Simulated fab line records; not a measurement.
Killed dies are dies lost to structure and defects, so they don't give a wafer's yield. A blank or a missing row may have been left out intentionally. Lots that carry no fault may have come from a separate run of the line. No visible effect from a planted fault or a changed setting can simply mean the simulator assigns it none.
Comparing a struck lot with a sound one    flow n5 finfet    19 out of 1938 route steps
Sound: the wafers L245.2, L245.3, L245.4. Wafers L236.1, L236.4, L236.5 were the ones struck. At the end, the cause is stated.
For every step that has rows: the tool of each side, followed by ch and its chambers, followed by its first start. Under that, the readings that differ: sound wafers    struck wafers    difference of the means    sigmas: that difference in standard deviations of wafers without a fault.
alike: readings with means less than 2 such deviations apart, plus words and numbers identical on both sides. not compared: withheld readings, readings lacking a value on some wafer, bounds such as >300 that could conceal the same value, and numbers that have no deviation in the record and whose values overlap.
The two part at a step that has a row with sigmas, a row that says differs or no value, or rows on one side only. When numbers do not overlap yet have no deviation, they are printed without sigmas and do not part them. A reading missing from all wafers of one side parts the sides only when that side holds two or more wafers.

first, 8 steps without rows for these wafers: N5_BEOL_M10_CMP_52 (polishes, stops on SiCOH lowk, t overpolish 7 s, target thk 140 nm); N5_BEOL_M10_PRE_CLEAN_55 (time 15 s); N5_BEOL_M10_DEP_56 (deposits SiCN from 3MS/NH3, target thk 15 nm, time 26.5 s); N5_BEOL_M11_ILD_DEP_00 (deposits SiCOH lowk from DEMS/porogen, target thk 308.51 nm, time 58 s); N5_BEOL_M11_CURE_71 (cures SiCOH lowk, time 240 s); N5_BEOL_M11_PECVD_70 (deposits SiO2 from TEOS/O2, target thk 20 nm, time 22.7 s); N5_BEOL_M11_HM_DEP_02 (deposits TiN, target thk 20 nm); N5_BEOL_M11_COAT_59 (time 60 s, resist thk 100 nm).
N5_BEOL_M11_COAT_60: time 60 s, resist thk 30 nm.
  sound on litho track-03 ch 0, day 18 03:34; struck on litho track-05 ch 0, day 17 15:41
reading                                      sound                 struck                difference  sigmas
spin speed rpm (rpm)                         1500.9 1499.3 1499.9  1558.1 1556.9 1556.8  +57.2       +71
model.SiARC_of_BEOL_M11_COAT_60.thk nm (nm)  30.2 30.2 30.2        29.4 29.6 29.4        -0.7        
then, 7 steps without rows for these wafers: N5_BEOL_M11_COAT_05 (resist thk 90 nm); N5_BEOL_M11_EBR_07; N5_BEOL_M11_SOFTBAKE_06 (time 60 s); N5_BEOL_M11_EXPOSE_08 (exposes mask M11); N5_BEOL_M11_PEB_09 (peb time 60 s); N5_BEOL_M11_DEVELOP_10 (develop time 30 s); N5_BEOL_M11_DESCUM_16 (chemistry O2, time 7.9 s).
N5_BEOL_M11_ETCH_61: etches SiARC in CF4, target depth 39 nm, time 65 s.
  sound on rie diel-02 ch 0,1,2, day 18 04:27; struck on rie diel-06 ch 0,1,3, day 17 16:37
reading                                        sound              struck            difference  sigmas
model.etch.depth nm (nm)                       30.13 30.15 30.11  29.5 29.62 29.47  -0.6        
model.CAR-ArF_of_BEOL_M11_COAT_05.thk nm (nm)  55.2 55.8 55.4     56 56 56.4        +1          
  alike: drypump motor current A, etch rf on time s, oes product au, rf vpp V, showerhead plenum p Torr, throttle valve pct
  not compared: rf hours counter h
N5_BEOL_M11_ETCH_62: etches SOC in N2/H2, target depth 110 nm, overetch 22 nm, time 165 s.
  sound on rie diel-02 ch 0,1,2, day 18 04:30; struck on rie diel-06 ch 0,1,3, day 17 16:40
reading                                      sound         struck        difference  sigmas
model.SiARC_of_BEOL_M11_COAT_60.thk nm (nm)  24 23.6 23.4  22.2 23 23.2  -0.9        
  alike: drypump motor current A, oes product au, rf vpp V, showerhead plenum p Torr, temp c, throttle valve pct
  not compared: rf hours counter h
then, 1 step without rows for these wafers: N5_BEOL_M11_STRIP_68 (strips in N2/H2).

WHERE THEY PART
At N5_BEOL_M11_COAT_60 and nowhere else, as far as this record goes. Later steps at which nothing parts them and some readings are alike: N5_BEOL_M11_ETCH_61, N5_BEOL_M11_ETCH_62.

WHY: the cause the simulator had injected
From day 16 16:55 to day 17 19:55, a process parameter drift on litho track-05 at N5_BEOL_M11_COAT_60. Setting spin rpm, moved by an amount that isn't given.
